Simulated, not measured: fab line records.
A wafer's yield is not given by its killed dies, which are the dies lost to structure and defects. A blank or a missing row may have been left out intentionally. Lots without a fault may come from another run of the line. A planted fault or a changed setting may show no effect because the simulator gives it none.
Matching of chambers -- flow nandHarc -- NHARC_A_WL_FILL_ALD_10 on aldHk-03: 4 sister chambers
The step deposits SiO2, target thk 50 nm, pulse time 10 s, ald cycles 500. 4 wafers are shown with their chamber, then 10 later ones without.

## EACH WAFER AND ITS CHAMBER
wafer,chamber,heaterPowerW (W)
L079.4,2,505
L082.1,1,432
L087.1,0,443
L087.2,3,446

## WAFERS WITHOUT THEIR CHAMBER
wafer,heaterPowerW (W)
L087.6,448
L088.1,495
L088.3,444
L088.5,450
L091.3,454
L091.1,512
L091.4,438
L093.3,443
L093.1,498
L093.2,458

## EACH ONE'S CHAMBER
wafer,from the rows above,in truth
L087.6,can't be placed: 3 or 0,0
L088.1,2,2
L088.3,can't be placed: 0 or 3 or 1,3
L088.5,can't be placed: 3 or 0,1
L091.3,can't be placed: 3 or 0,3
L091.1,2,2
L091.4,can't be placed: 0 or 1 or 3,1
L093.3,can't be placed: 0 or 3 or 1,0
L093.1,2,2
L093.2,can't be placed: 3 or 0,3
Correctly placed: 3 of 10. From these rows, 7 cannot be placed; in 6 the true chamber is one of the candidates. Number placed wrongly: 0.
How it was worked out, from the rows above alone: a wafer's distance from a chamber is the root of the sum, over the readings, of the square of ((its reading less the chamber's mean) divided by the reading's scatter). If the next closest chamber is less than 2 further off than the closest, the wafer can't be placed; otherwise it belongs to the closest. A chamber's mean is the mean of its shown wafers. The scatter: with one shown wafer a chamber, the root of the mean of the squares of how far each hidden wafer lies from its nearest shown one.
